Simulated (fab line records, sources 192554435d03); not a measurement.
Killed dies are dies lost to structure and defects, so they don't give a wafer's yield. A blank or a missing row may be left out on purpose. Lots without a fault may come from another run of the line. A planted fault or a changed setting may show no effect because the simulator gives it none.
fab line records | flow n5_finfet
record lots=5 wafers=15 last_day=20
route steps=1938 shown MOL_CONTACT_COAG@539
lots that met no fault: from a run of the same line without faults
start_h: hours from the record's first day to the start of the lot's first wafer shown | wait_h: hours since the lot's step before | " the same as in the row above | L1.1+2: a row that stands for several wafers | - no value, or no start given | * or withheld: withheld | < > ~ a bound
route shown NAME@n: a module of which the file shows steps, and the number in the route of the first | usual: mean/standard deviation of fault-free wafers | same: alike in all rows | chamber/n: place in a boat | sites: the reading at each site | _std_site: their standard deviation | _edge_site: outer sites' mean less inner sites' | radius_mm: how far each site lies from the wafer's centre | mask NAME#n: copy n | behind: the tool/chamber that last shaped the wafer | hold: why the lot was held/for how many hours/how that ended | device: the transistor (n, p or np) that didn't switch | end of line: the same wafers' tests at the end of the route | a step without rows: its recipe alone | killed: dies lost to structure and defects at the first sort, not the wafer's yield | map: a wafer's dies, x killed, . not, _ none there
set.NAME: the setting as run; set.NAME@STEP: as run at that earlier step | model.NAME: the simulator's own value behind a step, which no gauge read
lots at some steps of the route; a table a step, a row a wafer
services: from which hour (start_h, from the record's first day; less than 0 if before it) a tool's chamber was out of use, for how many hours, and why
## steps
# step N5_MOL_CONTACT_COAG_STRIP_98
# recipe chemistry=N2/H2 power_w=500 temp_c=40 pressure_mtorr=50 rf_frequency_hz=6e+07 overash_fraction=0.3 bias_power_w=8 h2_frac=0.5 n2_flow_sccm=300 h2_flow_sccm=300
# usual drypump_motor_current_A=5.8/0.42 h2_flow_sccm=300.1/0.92 oes_product_au=0.79/0.057 rf_vpp_V=54.3/1.6 showerhead_plenum_p_Torr=3.41/0.092 throttle_valve_pct=18.9/0.34
# columns lot.wafer tool chamber start_h wait_h drypump_motor_current_A h2_flow_sccm oes_product_au rf_hours_counter_h rf_vpp_V showerhead_plenum_p_Torr throttle_valve_pct
L076.3 rie_diel-04 3 104.35 0.0 6.5 300.3 0.78 158 57.5 3.49 18.5
L076.5 " 3 " " 6.5 299.5 0.77 - 54.5 3.49 18.4
L076.6 " 0 " " 6.4 300.9 0.69 - 53.2 3.18 19.0
L077.3 rie_diel-06 2 107.73 0.0 5.1 299.3 0.75 155 51.8 3.50 19.1
L077.4 " 3 " " 5.9 300.5 0.78 123 51.5 3.36 18.9
L077.6 " 3 " " 5.9 299.8 0.77 - 53.2 3.36 18.9
L089.1 rie_diel-06 1 211.86 0.0 5.8 300.1 0.83 72 52.5 3.39 19.0
L089.3 " 2 " " 5.1 298.9 0.74 178 54.0 3.48 19.1
L089.6 " 1 " " 5.7 300.0 0.84 - 54.2 3.40 18.9
L093.2 rie_diel-04 1 219.18 0.0 5.4 300.4 0.82 98 53.9 3.38 18.3
L093.4 " 3 " " 6.5 300.9 0.74 192 56.1 3.47 18.5
L093.6 " 1 " " 5.3 300.3 0.81 - 55.7 3.38 18.3
L094.2 rie_diel-04 0 258.54 0.0 6.4 301.1 0.91 31 53.8 3.57 18.7
L094.3 " 3 " " 6.5 298.1 0.73 204 56.1 3.47 18.5
L094.6 " 0 " " 6.4 299.4 0.89 - 54.9 3.57 18.7
# step N5_MOL_CONTACT_COAG_CD_MEAS_99
# recipe target_cd_nm=17.2 polarity=opening
# usual cd_nm=17.2/0.32
# columns lot.wafer tool chamber start_h wait_h cd_nm
L076.3 cd_sem-03 - 104.42 - 17.5
L076.5 " - " " 17.2
L076.6 " - " " 17.7
L077.3 cd_sem-02 - 107.80 - 17.6
L077.4 " - " " 16.8
L077.6 " - " " 17.3
L089.1 cd_sem-02 - 211.93 - 16.9
L089.3 " - " " 17.4
L089.6 " - " " 17.0
L093.2 cd_sem-01 - 219.25 - 16.8
L093.4 " - " " 16.6
L093.6 " - " " 16.9
L094.2 cd_sem-01 - 258.61 - 17.3
L094.3 " - " " 17.0
L094.6 " - " " 17.3
# step N5_MOL_CONTACT_COAG_IMPLANT_129
# recipe species=Ge energy_kev=3 dose_cm2=6e+14 tilt_deg=0 rotation_deg=0
# columns lot.wafer tool chamber start_h wait_h
L076.3+5+6 implanter-02 0 104.51 0.1
L077.3+4+6 implanter-02 0 107.89 0.1
L089.1+3+6 implanter-02 0 211.96 0.0
L093.2+4+6 implanter-02 0 219.31 0.1
L094.2+3+6 implanter-01 0 258.67 0.1
# step N5_MOL_CONTACT_COAG_PRECLEAN_111
# recipe chemistry=NF3:NH3 afs_cycles=1 temp_c=30 time_s=20 sublimation_temp_c=180 sublimation_time_s=60 pressure_torr=3 rf_power_w=30
# columns lot.wafer tool chamber start_h wait_h
L076.3+5+6 remote_plasma-02 1 104.73 0.2
L077.3+4+6 remote_plasma-01 1 108.30 0.4
L089.1+3+6 remote_plasma-02 1 212.18 0.2
L093.2+4+6 remote_plasma-02 1 221.31 2.0
L094.2+3+6 remote_plasma-02 1 260.76 2.1
# step N5_MOL_CONTACT_COAG_TI_SIL_19
# recipe material=Ti target_thk_a=42 temp_c=200 chamber_pressure_pa=5 power_w=5000 time_s=15
# usual throttle_valve_pct=29.5/1
# columns lot.wafer tool chamber start_h wait_h throttle_valve_pct
L076.3 pvd_sputter-01 - 104.95 0.2 29.8
L076.5 " - " " 31.1
L076.6 " - " " 29.8
L077.3 pvd_sputter-01 - 108.47 0.1 28.8
L077.4 " - " " 29.9
L077.6 " - " " 29.7
L089.1 pvd_sputter-01 - 212.38 0.2 28.9
L089.3 " - " " 28.3
L089.6 " - " " 31.1
L093.2 pvd_sputter-03 - 221.64 0.3 29.1
L093.4 " - " " 27.9
L093.6 " - " " 29.5
L094.2 pvd_sputter-03 - 260.98 0.2 29.1
L094.3 " - " " 30.5
L094.6 " - " " 27.9
# step N5_MOL_CONTACT_COAG_ALD_20
# recipe material=TiN target_thk_a=15 temp_c=400 ald_precursor_family=TiCl4 ald_co_reactant=NH3 pulse_time_s=1 purge_time_s=3 co_reactant_purge_time_s=2 co_reactant_pulse_time_s=2 ald_cycles=68 pressure_torr=3
# usual heater_power_w=841/72 precursor_pulse_height_rel=1.003/0.021
# columns lot.wafer tool chamber start_h wait_h heater_power_w precursor_pulse_height_rel
L076.3 ald_metal-03 3 105.07 0.1 865 0.979
L076.5 " 0 " " 897 0.998
L076.6 " 1 " " 754 1.036
L077.3 ald_metal-03 2 108.59 0.1 835 1.009
L077.4 " 3 " " 849 1.002
L077.6 " 1 " " 749 0.982
L089.1 ald_metal-04 1 212.50 0.1 940 0.996
L089.3 " 2 " " 779 0.990
L089.6 " 0 " " 792 1.026
L093.2 ald_metal-04 3 221.76 0.1 918 1.016
L093.4 " 0 " " 773 1.023
L093.6 " 1 " " 923 0.983
L094.2 ald_metal-03 2 261.11 0.1 852 1.019
L094.3 " 1 " " 758 0.991
L094.6 " 2 " " 815 0.972
# step N5_MOL_CONTACT_COAG_SIL_ANNEAL_21
# recipe temp_c=550 time_s=60 ambient=N2
# usual lamp_power_pct=6.22/0.15 lamp_zone_7_pct=6.53/0.16 wafer_temp_C_max=551.6/0.62
# columns lot.wafer tool chamber start_h wait_h lamp_power_pct lamp_zone_7_pct wafer_temp_C_max
L076.3 rtp_anneal-01 0 105.51 0.3 6.10 6.41 551.1
L076.5 " 0 " " 6.09 6.40 551.1
L076.6 " 0 " " 6.10 6.40 551.0
L077.3 rtp_anneal-02 0 109.02 0.3 6.39 6.72 552.4
L077.4 " 0 " " 6.40 6.72 552.2
L077.6 " 0 " " 6.40 6.71 552.2
L089.1 rtp_anneal-02 0 212.87 0.2 6.40 6.72 552.4
L089.3 " 0 " " 6.40 6.72 552.3
L089.6 " 0 " " 6.40 6.72 553.6
L093.2 rtp_anneal-02 0 222.17 0.2 6.40 6.74 551.3
L093.4 " 0 " " 6.39 6.72 551.6
L093.6 " 0 " " 6.39 6.73 552.6
L094.2 rtp_anneal-01 0 261.60 0.3 6.08 6.39 551.0
L094.3 " 0 " " 6.09 6.40 551.1
L094.6 " 0 " " 6.10 6.40 551.0
# step N5_MOL_CONTACT_COAG_PRE_CLEAN_141
# recipe gas=H2/He time_s=60 temp_c=300
# usual heater_power_w=480/52
# columns lot.wafer tool chamber start_h wait_h heater_power_w
L076.3 pvd_sputter-01 - 108.31 2.8 496
L076.5 " - " " 557
L076.6 " - " " 497
L077.3 pvd_sputter-02 - 109.56 0.5 455
L077.4 " - " " 483
L077.6 " - " " 525
L089.1 pvd_sputter-01 - 213.16 0.3 482
L089.3 " - " " 497
L089.6 " - " " 501
L093.2 pvd_sputter-03 - 224.66 2.5 430
L093.4 " - " " 467
L093.6 " - " " 429
L094.2 pvd_sputter-03 - 262.76 1.1 408
L094.3 " - " " 466
L094.6 " - " " 433
# step N5_MOL_CONTACT_COAG_SPUTTER_143
# recipe material=Co target_thk_a=25 temp_c=25 chamber_pressure_pa=0.2
# usual throttle_valve_pct=29.6/1.1
# columns lot.wafer tool chamber start_h wait_h throttle_valve_pct
L076.3 pvd_sputter-01 - 108.37 0.0 28.7
L076.5 " - " " 31.2
L076.6 " - " " 29.7
L077.3 pvd_sputter-02 - 109.62 0.0 31.3
L077.4 " - " " 28.9
L077.6 " - " " 29.8
L089.1 pvd_sputter-01 - 213.22 0.0 29.0
L089.3 " - " " 30.2
L089.6 " - " " 29.0
L093.2 pvd_sputter-03 - 224.72 0.0 28.0
L093.4 " - " " 28.9
L093.6 " - " " 28.0
L094.2 pvd_sputter-03 - 262.82 0.0 29.4
L094.3 " - " " 29.2
L094.6 " - " " 27.8
# step N5_MOL_CONTACT_COAG_CO_FILL_22
# recipe material=Co target_thk_a=200 temp_c=200 precursor=CCTBA/H2 pressure_torr=30
# usual heater_power_w=235/21
# columns lot.wafer tool chamber start_h wait_h heater_power_w
L076.3 cvd_co-01 2 108.49 0.1 228
L076.5 " 0 " " 220
L076.6 " 1 " " 260
L077.3 cvd_co-02 2 109.74 0.1 206
L077.4 " 0 " " 229
L077.6 " 1 " " 279
L089.1 cvd_co-02 0 213.34 0.1 229
L089.3 " 1 " " 274
L089.6 " 0 " " 229
L093.2 cvd_co-02 1 224.84 0.1 275
L093.4 " 0 " " 227
L093.6 " 0 " " 234
L094.2 cvd_co-02 1 262.94 0.1 275
L094.3 " 0 " " 223
L094.6 " 2 " " 206
# step N5_MOL_CONTACT_COAG_ANNEAL_113
# recipe temp_c=400 time_s=300 ambient=H2/N2
# usual lamp_power_pct=2.67/0.065 lamp_zone_7_pct=2.81/0.068 wafer_temp_C_max=401.2/0.5
# columns lot.wafer tool chamber start_h wait_h lamp_power_pct lamp_zone_7_pct wafer_temp_C_max
L076.3 rtp_anneal-01 0 109.40 0.6 2.62 2.75 401.0
L076.5 " 0 " " 2.62 2.75 400.7
L076.6 " 0 " " 2.62 2.75 401.1
L077.3 rtp_anneal-02 0 110.83 0.8 2.75 2.89 401.4
L077.4 " 0 " " 2.75 2.89 401.7
L077.6 " 0 " " 2.75 2.89 401.4
L089.1 rtp_anneal-01 0 213.99 0.4 2.62 2.76 401.0
L089.3 " 0 " " 2.62 2.75 400.8
L089.6 " 0 " " 2.62 2.75 401.0
L093.2 rtp_anneal-01 0 225.98 0.8 2.62 2.75 401.4
L093.4 " 0 " " 2.62 2.75 400.5
L093.6 " 0 " " 2.62 2.75 400.7
L094.2 rtp_anneal-01 0 263.82 0.6 2.62 2.75 400.6
L094.3 " 0 " " 2.62 2.74 401.0
L094.6 " 0 " " 2.61 2.75 401.1
# step N5_MOL_CONTACT_COAG_PRE_CLEAN_142
# recipe gas=H2/He time_s=60 temp_c=300
# usual heater_power_w=467/54
# columns lot.wafer tool chamber start_h wait_h heater_power_w
L076.3 pvd_sputter-03 - 110.35 0.8 393
L076.5 " - " " 467
L076.6 " - " " 402
L077.3 pvd_sputter-03 - 112.71 1.7 424
L077.4 " - " " 410
L077.6 " - " " 425
L089.1 pvd_sputter-03 - 214.92 0.8 401
L089.3 " - " " 462
L089.6 " - " " 388
L093.2 pvd_sputter-01 - 228.35 2.2 467
L093.4 " - " " 496
L093.6 " - " " 583
L094.2 pvd_sputter-01 - 265.37 1.4 562
L094.3 " - " " 485
L094.6 " - " " 479
# step N5_MOL_CONTACT_COAG_SPUTTER_130
# recipe material=Co target_thk_a=475 temp_c=25 chamber_pressure_pa=0.5 power_w=3000
# usual throttle_valve_pct=29.5/1.1
# columns lot.wafer tool chamber start_h wait_h throttle_valve_pct
L076.3 pvd_sputter-03 - 110.41 0.0 30.4
L076.5 " - " " 29.2
L076.6 " - " " 29.3
L077.3 pvd_sputter-03 - 112.77 0.0 27.9
L077.4 " - " " 29.1
L077.6 " - " " 27.8
L089.1 pvd_sputter-03 - 214.98 0.0 30.5
L089.3 " - " " 29.1
L089.6 " - " " 30.9
L093.2 pvd_sputter-01 - 228.41 0.0 28.4
L093.4 " - " " 29.7
L093.6 " - " " 31.3
L094.2 pvd_sputter-01 - 265.43 0.0 31.2
L094.3 " - " " 28.9
L094.6 " - " " 28.4
# step N5_MOL_CONTACT_COAG_PRECLEAN_125
# recipe chemistry=DIW time_s=57.5 temp_c=23
# columns lot.wafer tool chamber start_h wait_h
L076.3+5+6 wet_bench-05 2,7,6 110.54 0.1
L077.3+4+6 wet_bench-05 3,7,0 112.90 0.1
L089.1+3+6 wet_bench-02 3,5,4 215.11 0.1
L093.2+4+6 wet_bench-05 3,6,2 228.54 0.1
L094.2+3+6 wet_bench-05 5,1,4 265.56 0.1
# step N5_MOL_CONTACT_COAG_SRD_126
# recipe dry_time_s=32 dry=n2_spin spin_rpm=1500
# columns lot.wafer tool chamber start_h wait_h
L076.3+5+6 wet_bench-05 2,7,6 110.56 0.0
L077.3+4+6 wet_bench-05 3,7,0 112.92 0.0
L089.1+3+6 wet_bench-02 3,5,4 215.13 0.0
L093.2+4+6 wet_bench-05 3,6,2 228.56 0.0
L094.2+3+6 wet_bench-05 5,1,4 265.58 0.0
# step N5_MOL_CONTACT_COAG_CMP_23
# recipe stop_on=SiO2 t_overpolish_s=1.5 post_cmp_clean=cu_alkaline down_force_psi=2 platen_rpm=50.289 pad_velocity_m_s=1.0006 target_thk_nm=0
# usual motor_current_A=8.6/1.3 overpolish_run_s=1.499/0.0087 time_to_endpoint_s=10.0/2.2
# columns lot.wafer tool chamber start_h wait_h motor_current_A overpolish_run_s time_to_endpoint_s
L076.3 cmp-01 0 110.62 0.1 7.6 1.500 8.4
L076.6 " 3 " " 7.5 1.496 7.5
L076.5 " 0 " " 7.7 1.504 8.8
L077.3 cmp-03 0 113.02 0.1 8.6 1.488 13.3
L077.4 " 1 " " 11.0 1.490 12.1
L077.6 " 2 " " 8.4 1.499 11.1
L089.1 cmp-01 1 215.24 0.1 8.6 1.494 7.8
L089.3 " 2 " " 8.7 1.488 8.5
L089.6 " 3 " " 7.2 1.479 10.1
L093.2 cmp-01 2 228.59 0.0 8.5 1.499 10.9
L093.4 " 3 " " 7.3 1.506 11.4
L093.6 " 2 " " 8.3 1.496 10.1
L094.2 cmp-03 0 265.83 0.2 8.9 1.510 10.5
L094.3 " 2 " " 8.2 1.494 9.8
L094.6 " 0 " " 8.8 1.493 9.5
# step N5_MOL_CONTACT_COAG_WET_ETCH_26
# recipe target=Co target_depth_nm=13
# columns lot.wafer tool chamber start_h wait_h
L076.3+5+6 wet_bench-02 2,6,7 110.94 0.0
L077.3+4+6 wet_bench-02 6,7,3 113.30 0.0
L089.1+3+6 wet_bench-05 0,7,4 215.51 0.0
L093.2+4+6 wet_bench-05 6,0,5 228.94 0.0
L094.2+3+6 wet_bench-05 0,6,7 266.19 0.0
# step N5_MOL_CONTACT_COAG_WET_ETCH_116
# recipe chemistry=SC1-inhibited target_depth_nm=4.6 dry=ipa_marangoni rinse_time_s=30 rinse_temp_c=23
# same rinse_time_s=30
# columns lot.wafer tool chamber start_h wait_h
L076.3+5+6 wet_bench-02 2,6,7 111.09 0.0
L077.3+4+6 wet_bench-02 6,7,3 113.45 0.0
L089.1+3+6 wet_bench-05 0,7,4 215.66 0.0
L093.2+4+6 wet_bench-05 6,0,5 229.09 0.0
L094.2+3+6 wet_bench-05 0,6,7 266.34 0.0
# step N5_MOL_CONTACT_COAG_ALD_27
# recipe material=SiOC target_thk_a=170 temp_c=400 ald_precursor_family=carbosiloxane ald_co_reactant=H2-plasma pulse_time_s=1.5 time_s=2720 purge_time_s=2 co_reactant_purge_time_s=2 ald_cycles=340 pressure_torr=2
# usual heater_power_w=883/100 precursor_pulse_height_rel=0.999/0.018
# columns lot.wafer tool chamber start_h wait_h heater_power_w precursor_pulse_height_rel
L076.3 ald_sin-03 1 111.41 0.0 853 1.002
L076.5 " 1 " " 832 1.033
L076.6 " 3 " " 712 0.988
L077.3 ald_sin-04 3 113.97 0.2 988 0.995
L077.4 " 0 " " 709 0.994
L077.6 " 1 " " 850 1.003
L089.1 ald_sin-01 2 216.42 0.5 947 1.011
L089.3 " 1 " " 832 1.016
L089.6 " 2 " " 963 1.012
L093.2 ald_sin-04 1 230.59 1.2 875 0.985
L093.4 " 2 " " 981 1.001
L093.6 " 2 " " 989 0.974
L094.2 ald_sin-03 0 268.07 1.4 832 0.976
L094.3 " 3 " " 695 0.998
L094.6 " 1 " " 849 0.992
# step N5_MOL_CONTACT_COAG_CMP_28
# recipe stop_on=SiNx t_overpolish_s=0.85 post_cmp_clean=alkaline_brush down_force_psi=4.15 platen_rpm=51.8 pad_velocity_m_s=1.0307 target_thk_nm=14.522
# usual motor_current_A=12.8/1.7 time_to_endpoint_s=4.4/2.1
# columns lot.wafer tool chamber start_h wait_h motor_current_A time_to_endpoint_s
L076.3 cmp-01 0 113.09 0.9 11.0 0.7
L076.6 " 1 " " 13.8 1.2
L076.5 " 2 " " 12.9 1.5
L077.3 cmp-01 0 115.54 0.8 11.8 3.3
L077.4 " 3 " " 11.5 3.7
L077.6 " 0 " " 11.9 2.7
L089.3 cmp-02 0 218.07 0.9 12.5 3.3
L089.1 " 1 " " 12.0 3.6
L089.6 " 3 " " 11.6 3.8
L093.2 cmp-01 3 232.16 0.8 11.0 2.3
L093.4 " 0 " " 12.3 5.0
L093.6 " 0 " " 11.6 3.0
L094.3 cmp-01 3 269.74 0.9 11.4 7.6
L094.2 " 2 " " 13.1 7.2
L094.6 " 0 " " 12.6 9.0
# step N5_MOL_CONTACT_COAG_THK_MEAS_29
# recipe reads=SiNx_of_GATE_CUT_PECVD_57+SiNx_of_GATE_CUT_SAC_CAP_01
# usual MD_CAP_THK=17.88/0.085
# columns lot.wafer tool chamber start_h wait_h MD_CAP_THK[nm]
L076.3 film_metro-01 - 113.27 - 17.68
L076.5 " - " " 17.75
L076.6 " - " " 17.79
L077.3 film_metro-02 - 115.83 - 17.98
L077.4 " - " " 17.89
L077.6 " - " " 17.97
L089.1 film_metro-02 - 218.28 - 17.96
L089.3 " - " " 18.04
L089.6 " - " " 18.00
L093.2 film_metro-01 - 232.45 - 17.96
L093.4 " - " " 17.95
L093.6 " - " " 18.02
L094.2 film_metro-01 - 270.04 - 17.81
L094.3 " - " " 17.81
L094.6 " - " " 17.69
# step N5_MOL_CONTACT_COAG_ALD_123
# recipe material=SiNx target_thk_a=50 temp_c=400 ald_precursor_family=SiH2I2 ald_co_reactant=N2/H2-plasma pulse_time_s=1 purge_time_s=2 co_reactant_purge_time_s=2 ald_cycles=100 pressure_torr=2
# usual heater_power_w=870/110 precursor_pulse_height_rel=1.002/0.02
# columns lot.wafer tool chamber start_h wait_h heater_power_w precursor_pulse_height_rel
L076.3 ald_sin-03 3 113.32 0.0 697 0.980
L076.5 " 0 " " 813 1.016
L076.6 " 1 " " 824 0.976
L077.3 ald_sin-01 3 115.87 0.0 759 0.985
L077.4 " 0 " " 973 0.970
L077.6 " 0 " " 958 0.981
L089.1 ald_sin-04 1 218.32 0.0 893 1.014
L089.3 " 3 " " 981 1.035
L089.6 " 3 " " 967 1.010
L093.2 ald_sin-04 0 233.15 0.7 705 0.997
L093.4 " 1 " " 859 1.056
L093.6 " 1 " " 885 1.015
L094.2 ald_sin-03 1 274.20 4.2 860 0.986
L094.3 " 0 " " 830 1.033
L094.6 " 0 " " 801 1.000
# step N5_MOL_CONTACT_COAG_PECVD_31
# recipe material=SiO2 target_thk_a=460 temp_c=400 precursor=TEOS/O2 pressure_torr=6.5 rf_w=withheld teos_flow_sccm=withheld gas=O2 flow_sccm=2650 time_s=8.9
# columns lot.wafer tool chamber start_h wait_h
L076.3+5+6 pecvd-01 0,2,1 113.82 0.3
L077.3+4+6 pecvd-01 2,2,0 116.37 0.3
L089.1+3+6 pecvd-01 1,2,0 218.83 0.3
L093.2+4+6 pecvd-03 1,1,0 233.66 0.3
L094.2+3+6 pecvd-03 1,2,2 274.70 0.3
# step N5_MOL_CONTACT_COAG_COAT_75
# recipe resist=SOC temp_c=250 time_s=60 spin_rpm=1500 resist_thk_nm=60
# usual heater_power_total_W=500.6/1.8
# columns lot.wafer tool chamber start_h wait_h heater_power_total_W
L076.3 litho_track-02 0 113.88 0.0 501.7
L076.5 " 0 " " 503.3
L076.6 " 0 " " 501.0
L077.3 litho_track-05 0 116.43 0.0 503.1
L077.4 " 0 " " 500.3
L077.6 " 0 " " 502.6
L089.1 litho_track-05 0 218.88 0.0 502.4
L089.3 " 0 " " 500.5
L089.6 " 0 " " 500.8
L093.2 litho_track-05 0 233.71 0.0 503.1
L093.4 " 0 " " 502.8
L093.6 " 0 " " 498.8
L094.2 litho_track-02 0 274.76 0.0 499.5
L094.3 " 0 " " 501.3
L094.6 " 0 " " 501.6
# step N5_MOL_CONTACT_COAG_COAT_76
# recipe resist=SiARC temp_c=220 time_s=60 spin_rpm=1500 resist_thk_nm=10
# usual heater_power_total_W=427.6/2
# columns lot.wafer tool chamber start_h wait_h heater_power_total_W
L076.3 litho_track-02 0 - - 425.1
L076.5 " 0 " " 428.8
L076.6 " 0 " " 430.3
L077.3 litho_track-05 0 - - 426.8
L077.4 " 0 " " 425.7
L077.6 " 0 " " 430.6
L089.1 litho_track-05 0 - - 426.6
L089.3 " 0 " " 425.4
L089.6 " 0 " " 430.2
L093.2 litho_track-05 0 - - 425.0
L093.4 " 0 " " 429.8
L093.6 " 0 " " 430.9
L094.2 litho_track-02 0 - - 426.7
L094.3 " 0 " " 430.1
L094.6 " 0 " " 426.3
# step N5_MOL_CONTACT_COAG_COAT_77
# recipe resist=underlayer temp_c=205 time_s=60 spin_rpm=1500 resist_thk_nm=10
# usual heater_power_total_W=391.8/1.4
# columns lot.wafer tool chamber start_h wait_h heater_power_total_W
L076.3 litho_track-02 0 - - 390.4
L076.5 " 0 " " 393.5
L076.6 " 0 " " 393.8
L077.3 litho_track-05 0 - - 393.5
L077.4 " 0 " " 393.1
L077.6 " 0 " " 390.0
L089.1 litho_track-05 0 - - 390.8
L089.3 " 0 " " 389.6
L089.6 " 0 " " 392.9
L093.2 litho_track-05 0 - - 392.8
L093.4 " 0 " " 393.4
L093.6 " 0 " " 392.9
L094.2 litho_track-02 0 - - 392.1
L094.3 " 0 " " 390.8
L094.6 " 0 " " 392.3
# step N5_MOL_CONTACT_COAG_COAT_78
# recipe resist=CAR-EUV spin_rpm=1500 resist_thk_nm=40
# columns lot.wafer tool chamber start_h wait_h
L076.3+5+6 litho_track-02 0 - -
L077.3+4+6 litho_track-05 0 - -
L089.1+3+6 litho_track-05 0 - -
L093.2+4+6 litho_track-05 0 - -
L094.2+3+6 litho_track-02 0 - -
# step N5_MOL_CONTACT_COAG_EBR_80
# recipe solvent=PGMEA ebr_width_mm=1.5
# columns lot.wafer tool chamber start_h wait_h
L076.3+5+6 litho_track-02 0 - -
L077.3+4+6 litho_track-05 0 - -
L089.1+3+6 litho_track-05 0 - -
L093.2+4+6 litho_track-05 0 - -
L094.2+3+6 litho_track-02 0 - -
# step N5_MOL_CONTACT_COAG_SOFTBAKE_79
# recipe temp_c=110 time_s=60 resist=CAR-EUV
# usual heater_power_total_W=175.3/1.6
# columns lot.wafer tool chamber start_h wait_h heater_power_total_W
L076.3 litho_track-02 0 - - 176.3
L076.5 " 0 " " 174.4
L076.6 " 0 " " 173.7
L077.3 litho_track-05 0 - - 173.0
L077.4 " 0 " " 174.6
L077.6 " 0 " " 174.7
L089.1 litho_track-05 0 - - 175.3
L089.3 " 0 " " 177.6
L089.6 " 0 " " 173.8
L093.2 litho_track-05 0 - - 176.4
L093.4 " 0 " " 177.6
L093.6 " 0 " " 174.4
L094.2 litho_track-02 0 - - 173.8
L094.3 " 0 " " 177.4
L094.6 " 0 " " 173.8
# step N5_MOL_CONTACT_COAG_EXPOSE_81
# recipe mask_id=VG na=0.33 source_shape=annular sigma_inner=0.3 sigma_outer=0.7 polarization=unpolarized defocus_nm=0 dose_mj=59.5
# usual reticle_temp_C=23.00/0.1
# columns lot.wafer tool chamber start_h wait_h mask reticle_temp_C
L076.3 euv_scanner-01 0 114.18 - VG#0 22.99
L076.5 " 0 " " VG#0 23.08
L076.6 " 0 " " VG#0 23.08
L077.3 euv_scanner-01 0 116.59 - VG#0 22.98
L077.4 " 0 " " VG#0 22.86
L077.6 " 0 " " VG#0 22.93
L089.1 euv_scanner-02 0 219.02 - VG#0 23.13
L089.3 " 0 " " VG#0 23.17
L089.6 " 0 " " VG#0 23.12
L093.2 euv_scanner-01 0 233.86 - VG#0 23.22
L093.4 " 0 " " VG#0 23.05
L093.6 " 0 " " VG#0 23.11
L094.2 euv_scanner-01 0 274.90 - VG#0 22.89
L094.3 " 0 " " VG#0 23.10
L094.6 " 0 " " VG#0 23.20
# step N5_MOL_CONTACT_COAG_PEB_82
# recipe peb_temp_c=100 peb_time_s=60 resist=CAR-EUV
# usual heater_power_total_W=153.9/1.1
# columns lot.wafer tool chamber start_h wait_h heater_power_total_W
L076.3 litho_track-03 0 114.24 0.1 152.5
L076.5 " 0 " " 155.5
L076.6 " 0 " " 152.7
L077.3 litho_track-03 0 116.65 0.1 154.2
L077.4 " 0 " " 152.4
L077.6 " 0 " " 154.3
L089.1 litho_track-05 0 219.09 0.1 154.7
L089.3 " 0 " " 152.5
L089.6 " 0 " " 155.5
L093.2 litho_track-05 0 233.93 0.1 154.7
L093.4 " 0 " " 153.4
L093.6 " 0 " " 153.0
L094.2 litho_track-03 0 274.97 0.1 152.6
L094.3 " 0 " " 152.6
L094.6 " 0 " " 152.4
# step N5_MOL_CONTACT_COAG_DEVELOP_83
# recipe develop_time_s=30 developer=TMAH resist=CAR-EUV rinse_liquid=surfactant_rinse dry=air_spin dev_temp_c=23
# columns lot.wafer tool chamber start_h wait_h
L076.3+5+6 litho_track-03 0 - -
L077.3+4+6 litho_track-03 0 - -
L089.1+3+6 litho_track-05 0 - -
L093.2+4+6 litho_track-05 0 - -
L094.2+3+6 litho_track-03 0 - -
# step N5_MOL_CONTACT_COAG_CD_MEAS_84
# recipe target_cd_nm=25.1 landing_energy_ev=500 detector=se_inlens polarity=opening
# usual cd_nm=25.09/0.27
# columns lot.wafer tool chamber start_h wait_h cd_nm
L076.3 cd_sem-01 0 114.31 - 24.89
L076.5 " 0 " " 25.26
L076.6 " 0 " " 24.84
L077.3 cd_sem-01 0 116.71 - 25.14
L077.4 " 0 " " 24.88
L077.6 " 0 " " 24.94
L089.1 cd_sem-03 0 219.16 - 25.16
L089.3 " 0 " " 24.97
L089.6 " 0 " " 25.08
L093.2 cd_sem-03 0 234.00 - 25.18
L093.4 " 0 " " 25.42
L093.6 " 0 " " 25.03
L094.2 cd_sem-01 0 275.04 - 25.32
L094.3 " 0 " " 24.95
L094.6 " 0 " " 25.93
# step N5_MOL_CONTACT_COAG_OVL_MEAS_85
# recipe points_per_wafer=522
# usual VG_OVL=-0.3/0.73
# columns lot.wafer tool chamber start_h wait_h VG_OVL[nm]
L076.3 overlay-01 0 114.35 0.0 0.6
L076.5 " 0 " " 0.3
L076.6 " 0 " " -0.2
L077.3 overlay-01 0 116.75 0.0 0.4
L077.4 " 0 " " -0.3
L077.6 " 0 " " 0.5
L089.1 overlay-02 0 219.19 0.0 0.3
L089.3 " 0 " " 0.8
L089.6 " 0 " " -0.5
L093.2 overlay-02 0 234.03 0.0 -1.1
L093.4 " 0 " " -1.2
L093.6 " 0 " " -1.8
L094.2 overlay-01 0 275.07 0.0 -0.3
L094.3 " 0 " " -0.5
L094.6 " 0 " " 0.2
# step N5_MOL_CONTACT_COAG_INSPECT_57
# recipe mode=adi inspect_instrument=brightfield
# usual raw_defect_count=198/56
# columns lot.wafer tool chamber start_h wait_h raw_defect_count
L076.3 defect_inspect-01 - 114.40 0.0 244
L076.5 " - " " 217
L076.6 " - " " 170
L077.3 defect_inspect-02 - 116.80 0.0 220
L077.4 " - " " 319
L077.6 " - " " 200
L089.1 defect_inspect-02 - 219.25 0.1 189
L089.3 " - " " 193
L089.6 " - " " 285
L093.2 defect_inspect-02 - 234.08 0.0 192
L093.4 " - " " 154
L093.6 " - " " 198
L094.2 defect_inspect-01 - 275.13 0.0 144
L094.3 " - " " 174
L094.6 " - " " 157
## services
# columns tool chamber start_h hours kind
pvd_sputter-03 - 84.06 1.3 repair
euv_scanner-01 - 96.76 4.6 pm
cvd_co-02 - 98.70 3.7 repair
euv_scanner-01 - 103.43 0.3 repair
euv_scanner-01 - 109.54 1.0 pm
cvd_co-02 2 118.84 5.1 repair
ald_sin-04 0 123.95 17.5 repair
implanter-02 - 124.25 11.6 pm
pvd_sputter-01 - 127.38 0.8 repair
cmp-01 - 127.61 1.6 repair
remote_plasma-02 - 134.21 2.4 repair
euv_scanner-01 - 134.50 91.5 repair
ald_sin-04 - 136.29 55.4 repair
implanter-02 - 157.48 4.6 repair
cmp-01 - 178.10 2.4 repair
pvd_sputter-03 - 188.94 5.9 repair
ald_sin-03 2 192.27 10.3 repair
ald_sin-03 0 200.89 22.9 repair
pvd_sputter-03 - 211.08 3.7 repair
cmp-01 - 232.38 5.4 pm
cmp-01 - 243.19 4.5 pm
wet_bench-02 - 259.93 0.5 repair
cmp-01 - 265.06 4.0 pm
cmp-01 - 274.58 4.7 repair
## key
fault none
